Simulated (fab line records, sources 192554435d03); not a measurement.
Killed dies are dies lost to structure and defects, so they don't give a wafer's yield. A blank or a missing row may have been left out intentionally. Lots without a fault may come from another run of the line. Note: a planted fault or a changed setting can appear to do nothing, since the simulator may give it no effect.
A struck lot beside a sound one ; flow n5 finfet ; 16 steps out of a route of 1938
Sound: these wafers, L154.2, L154.4, L154.5. Struck: wafer L159.4. Last of all comes the cause.
Per side, at each step with rows, come the tool, then ch with its chambers, and then its first start. Under that, the readings that differ: sound wafers ; struck wafers ; difference of the means ; sigmas: that difference in standard deviations of wafers without a fault.
alike: words and numbers the same on both sides, and readings whose means are apart by under 2 such deviations; not compared: readings that were withheld, readings missing a value for some wafer, numbers with overlapping values and no deviation given by the record, and bounds like >300 which may hide the same value.
Wherever a step has rows on one side only, a row that says differs or no value, or a row with sigmas, the two part there. Numbers that don't overlap but have no deviation are shown without sigmas and don't part them. A reading missing from all wafers of one side parts the sides only when that side holds two or more wafers.

first, 9 steps without rows for these wafers: N5_BEOL_M2_COAT_61 (time 60 s, resist thk 60 nm); N5_BEOL_M2_COAT_62 (time 60 s, resist thk 12 nm); N5_BEOL_M2_COAT_73 (time 60 s, resist thk 5 nm); N5_BEOL_M2_COAT_05 (resist thk 30 nm); N5_BEOL_M2_EBR_07; N5_BEOL_M2_SOFTBAKE_06 (time 60 s); N5_BEOL_M2_EXPOSE_08 (exposes mask M2); N5_BEOL_M2_PEB_09 (peb time 60 s); N5_BEOL_M2_DEVELOP_10 (develop time 30 s).
N5_BEOL_M2_CD_MEAS_11: the cd target is 16.79 nm.
  sound on cd sem-01 ch 0, day 8 12:28; struck on cd sem-03 ch 0, day 9 10:24
  alike: cd nm
N5_BEOL_M2_OVL_MEAS_12:
  sound on overlay-01 ch 0, day 8 12:30; struck on overlay-02 ch 0, day 9 10:26
  alike: M2_OVL
N5_BEOL_M2_INSPECT_13: inspects for defects (brightfield).
  sound: defect inspect-02 at day 8 12:33; struck: defect inspect-02 at day 9 10:29
  alike: raw defect count
N5_BEOL_M2_DESCUM_16: chemistry O2, time 7 s.
  sound on rie diel-05 ch 2,3, day 8 12:35; struck on rie diel-06 ch 0, day 9 10:31
reading;sound;struck;difference;sigmas
model.CAR-EUV_of_BEOL_M2_COAT_05.thk nm (nm);26 26 26;26.8;+0.8;
  alike: drypump motor current A, oes product au, rf vpp V, showerhead plenum p Torr, throttle valve pct
  not compared: rf hours counter h
N5_BEOL_M2_ETCH_74: etches underlayer in N2/H2, target depth 6.5 nm, time 5.2 s.
  sound on rie diel-05 ch 2,3, day 8 12:38; struck on rie diel-06 ch 0, day 9 10:33
reading;sound;struck;difference;sigmas
rf vpp V (V);517 522 519;527;+8;+2
  alike: drypump motor current A, etch rf on time s, oes product au, showerhead plenum p Torr, throttle valve pct
  not compared: rf hours counter h
N5_BEOL_M4_RC_MEAS_101:
  sound on prober-01 ch 0, day 9 16:50; struck on prober-02 ch 0, day 11 10:30
  alike: DIBL_N, DIBL_P, IOFF_N, IOFF_P, ION_N, ION_P, SS_N, SS_P, VT_N, VT_P
-- the record jumps here: 4 days lie between the struck wafers' starts before and after (it left off in module BEOL_M4 and takes up again in module PASSIVATION, whose first step shown is number 1936 of the route) --
N5_PASSIVATION_PROBE_49:
  sound: prober-02 at day 14 09:01; struck: prober-01 at day 15 10:26
  alike: defect limited yield, killed_at_M0_to_M3, killed_at_M4_up, killed at contacts, killed at front end, killed at other, killed dies, killed open, killed short, sort_bin_5_function, sort_bin_6_memory, sort n pass, sort yield pct

## WHERE THEY PART
Only at N5_BEOL_M2_ETCH_74, within this record. Later steps at which nothing parts them and some readings are alike: N5_BEOL_M4_RC_MEAS_101, N5_PASSIVATION_PROBE_49.

WHY: whatever the simulator had introduced
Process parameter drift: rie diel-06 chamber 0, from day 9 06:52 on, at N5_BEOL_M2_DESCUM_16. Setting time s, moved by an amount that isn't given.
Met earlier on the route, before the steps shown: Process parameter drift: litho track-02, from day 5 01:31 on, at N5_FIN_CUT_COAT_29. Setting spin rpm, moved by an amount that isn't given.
